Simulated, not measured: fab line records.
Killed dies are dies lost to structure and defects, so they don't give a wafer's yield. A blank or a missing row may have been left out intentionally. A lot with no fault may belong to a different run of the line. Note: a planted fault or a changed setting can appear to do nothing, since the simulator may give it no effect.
What tool caused it? :: flow nand-harc :: 7 lots, 20 wafers sampled, at 3 steps of a route of 1159

## WHAT THE GAUGES SHOWED, per wafer
NHARC_A_CHANNEL_HOLE_D1_CD_MEAS_18.
lot: L762
measured: day 8 14:34
on: cd-sem-03
cd-nm (nm): 101.4 99.2 101.3

lot: L766
measured: day 9 01:40
on: cd-sem-01
cd-nm (nm): 100.1 100.5 102.7

lot: L767
measured: day 9 09:20
on: cd-sem-02
cd-nm (nm): 99.0 103.2 102.3

lot: L770
measured: day 10 02:14
on: cd-sem-02
cd-nm (nm): 101.2 100.5 98.7

lot: L774
measured: day 11 13:45
on: cd-sem-01
cd-nm (nm): 97.8 100.9

lot: L780
measured: day 12 20:02
on: cd-sem-01
cd-nm (nm): 101.9 100.5 99.6

lot: L785
measured: day 14 02:13
on: cd-sem-02
cd-nm (nm): 98.8 99.9 98.7

## EACH LOT AND THE TOOL THAT RAN IT (in order: tool; ch and the chambers of the sampled wafers; start)
lot: L762
NHARC_A_CHANNEL_HOLE_D1_DEP_00: acl-dep-01 ch 0, day 8 10:44
NHARC_A_CHANNEL_HOLE_D1_SOFTBAKE_05: litho-track-06 ch 0, day 8 12:00

lot: L766
NHARC_A_CHANNEL_HOLE_D1_DEP_00: acl-dep-01 ch 0, day 8 22:11
NHARC_A_CHANNEL_HOLE_D1_SOFTBAKE_05: litho-track-01 ch 0, day 9 00:00

lot: L767
NHARC_A_CHANNEL_HOLE_D1_DEP_00: acl-dep-02 ch 0, day 9 06:07
NHARC_A_CHANNEL_HOLE_D1_SOFTBAKE_05: litho-track-01 ch 0, day 9 07:00

lot: L770
NHARC_A_CHANNEL_HOLE_D1_DEP_00: acl-dep-02 ch 0, day 9 22:17
NHARC_A_CHANNEL_HOLE_D1_SOFTBAKE_05: litho-track-04 ch 0, day 10 00:00

lot: L774
NHARC_A_CHANNEL_HOLE_D1_DEP_00: acl-dep-01 ch 0, day 11 09:55
NHARC_A_CHANNEL_HOLE_D1_SOFTBAKE_05: litho-track-01 ch 0, day 11 12:00

lot: L780
NHARC_A_CHANNEL_HOLE_D1_DEP_00: acl-dep-03 ch 0, day 12 16:43
NHARC_A_CHANNEL_HOLE_D1_SOFTBAKE_05: litho-track-06 ch 0, day 12 18:00

lot: L785
NHARC_A_CHANNEL_HOLE_D1_DEP_00: acl-dep-01 ch 0, day 13 22:52
NHARC_A_CHANNEL_HOLE_D1_SOFTBAKE_05: litho-track-06 ch 0, day 14 00:00
- NHARC_A_CHANNEL_HOLE_D1_DEP_00: deposits aC, target thk 3100 nm.
- NHARC_A_CHANNEL_HOLE_D1_SOFTBAKE_05: time 55 s.

## THE ANSWER, worked out from the rows above alone
Rule: the lots themselves supply what counts as usual. Put in order of their means at a reading, lots are off if they are a third of the lots or fewer, leave a main group of 4 or more, and stand apart from it by a gap of 3 or more times the standard deviation of the main group's means; of several such gaps the widest counts. Not used: any main group whose means are identical at the precision the tables above print for the reading. A lot without any number at a reading at which 4 lots or more have one is off too. All remaining lots with rows at the step are treated as sound.
Across all readings shown, no lot is off: no conclusion can be drawn from this.

## WHAT THE SIMULATOR HAD INSERTED
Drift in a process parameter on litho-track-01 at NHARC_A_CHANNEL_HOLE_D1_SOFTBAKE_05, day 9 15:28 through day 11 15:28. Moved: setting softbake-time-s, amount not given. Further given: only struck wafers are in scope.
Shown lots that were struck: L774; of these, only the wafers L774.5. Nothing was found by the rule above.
